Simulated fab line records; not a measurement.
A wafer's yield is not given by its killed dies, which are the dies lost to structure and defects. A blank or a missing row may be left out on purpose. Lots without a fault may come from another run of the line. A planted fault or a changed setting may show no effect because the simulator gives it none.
Matching of chambers :: flow n5-finfet :: 4 sister chambers for N5_MOL_CONTACT_COAG_DESCUM_45 on rie-diel-04
The step chemistry O2, time 7 s. 16 wafers are shown with their chamber, then 8 later ones without.

== WAFERS WITH THEIR CHAMBER ==
wafer: L074.1
chamber: 1
showerhead-plenum-p-Torr (Torr): 2.24
throttle-valve-pct (%): 20.15
drypump-motor-current-A (A): 6.1

wafer: L074.3
chamber: 3
showerhead-plenum-p-Torr (Torr): 1.97
throttle-valve-pct (%): 20.90
drypump-motor-current-A (A): 6.0

wafer: L074.6
chamber: 3
showerhead-plenum-p-Torr (Torr): 1.97
throttle-valve-pct (%): 20.88
drypump-motor-current-A (A): 6.0

wafer: L075.1
chamber: 3
showerhead-plenum-p-Torr (Torr): 1.97
throttle-valve-pct (%): 20.90
drypump-motor-current-A (A): 5.9

wafer: L075.3
chamber: 0
showerhead-plenum-p-Torr (Torr): 2.21
throttle-valve-pct (%): 20.16
drypump-motor-current-A (A): 6.5

wafer: L075.4
chamber: 2
showerhead-plenum-p-Torr (Torr): 2.08
throttle-valve-pct (%): 20.33
drypump-motor-current-A (A): 5.7

wafer: L077.2
chamber: 3
showerhead-plenum-p-Torr (Torr): 1.97
throttle-valve-pct (%): 20.90
drypump-motor-current-A (A): 6.0

wafer: L077.5
chamber: 3
showerhead-plenum-p-Torr (Torr): 1.97
throttle-valve-pct (%): 20.89
drypump-motor-current-A (A): 6.0

wafer: L077.6
chamber: 0
showerhead-plenum-p-Torr (Torr): 2.20
throttle-valve-pct (%): 20.17
drypump-motor-current-A (A): 6.5

wafer: L080.2
chamber: 0
showerhead-plenum-p-Torr (Torr): 2.20
throttle-valve-pct (%): 20.18
drypump-motor-current-A (A): 6.4

wafer: L080.3
chamber: 3
showerhead-plenum-p-Torr (Torr): 1.97
throttle-valve-pct (%): 20.91
drypump-motor-current-A (A): 5.9

wafer: L080.4
chamber: 1
showerhead-plenum-p-Torr (Torr): 2.23
throttle-valve-pct (%): 20.16
drypump-motor-current-A (A): 6.1

wafer: L083.1
chamber: 2
showerhead-plenum-p-Torr (Torr): 2.08
throttle-valve-pct (%): 20.36
drypump-motor-current-A (A): 5.7

wafer: L083.2
chamber: 1
showerhead-plenum-p-Torr (Torr): 2.23
throttle-valve-pct (%): 20.17
drypump-motor-current-A (A): 6.1

wafer: L083.4
chamber: 1
showerhead-plenum-p-Torr (Torr): 2.23
throttle-valve-pct (%): 20.18
drypump-motor-current-A (A): 6.1

wafer: L085.1
chamber: 1
showerhead-plenum-p-Torr (Torr): 2.23
throttle-valve-pct (%): 20.18
drypump-motor-current-A (A): 6.1

SIGNATURES, as means of the wafers listed above
reading: showerhead-plenum-p-Torr
chamber 0: 2.2033
chamber 1: 2.2320
chamber 2: 2.0800
chamber 3: 1.9700
scatter within a chamber: 0.0035

reading: throttle-valve-pct
chamber 0: 20.1700
chamber 1: 20.1680
chamber 2: 20.3450
chamber 3: 20.8967
scatter within a chamber: 0.0125

reading: drypump-motor-current-A
chamber 0: 6.467
chamber 1: 6.100
chamber 2: 5.700
chamber 3: 5.967
scatter within a chamber: 0.0408
Rule: distance of a wafer from a chamber = root of the sum over the readings of ((wafer's reading minus chamber's mean) / reading's scatter) squared. The wafer belongs to the nearest chamber; if the next one is less than 2 further off, it can't be placed. The scatter: the root of (the sum of the squares of (reading less its chamber's mean) over the shown wafers, divided by (wafers less chambers)).

== WAFERS WHOSE CHAMBER IS MISSING ==
wafer: L085.3
showerhead-plenum-p-Torr (Torr): 2.20
throttle-valve-pct (%): 20.19
drypump-motor-current-A (A): 6.5

wafer: L085.4
showerhead-plenum-p-Torr (Torr): 2.08
throttle-valve-pct (%): 20.37
drypump-motor-current-A (A): 5.7

wafer: L089.1
showerhead-plenum-p-Torr (Torr): 2.07
throttle-valve-pct (%): 20.37
drypump-motor-current-A (A): 5.7

wafer: L089.3
showerhead-plenum-p-Torr (Torr): 2.23
throttle-valve-pct (%): 20.45
drypump-motor-current-A (A): 6.0

wafer: L089.6
showerhead-plenum-p-Torr (Torr): 2.23
throttle-valve-pct (%): 20.45
drypump-motor-current-A (A): 6.0

wafer: L096.1
showerhead-plenum-p-Torr (Torr): 2.22
throttle-valve-pct (%): 20.48
drypump-motor-current-A (A): 6.0

wafer: L096.4
showerhead-plenum-p-Torr (Torr): 2.22
throttle-valve-pct (%): 20.23
drypump-motor-current-A (A): 6.1

wafer: L096.5
showerhead-plenum-p-Torr (Torr): 2.22
throttle-valve-pct (%): 20.48
drypump-motor-current-A (A): 5.9

== CHAMBER TAKEN BY EACH ==
wafer: L085.3
from the rows above: 0
in truth: 0

wafer: L085.4
from the rows above: 2
in truth: 2

wafer: L089.1
from the rows above: 2
in truth: 2

wafer: L089.3
from the rows above: 1
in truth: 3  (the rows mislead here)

wafer: L089.6
from the rows above: 1
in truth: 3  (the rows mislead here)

wafer: L096.1
from the rows above: 1
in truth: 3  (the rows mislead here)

wafer: L096.4
from the rows above: 1
in truth: 1

wafer: L096.5
from the rows above: 1
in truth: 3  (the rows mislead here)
4 of 8 placed correctly. Left unplaced by these rows: 0. Placed wrongly: 4.
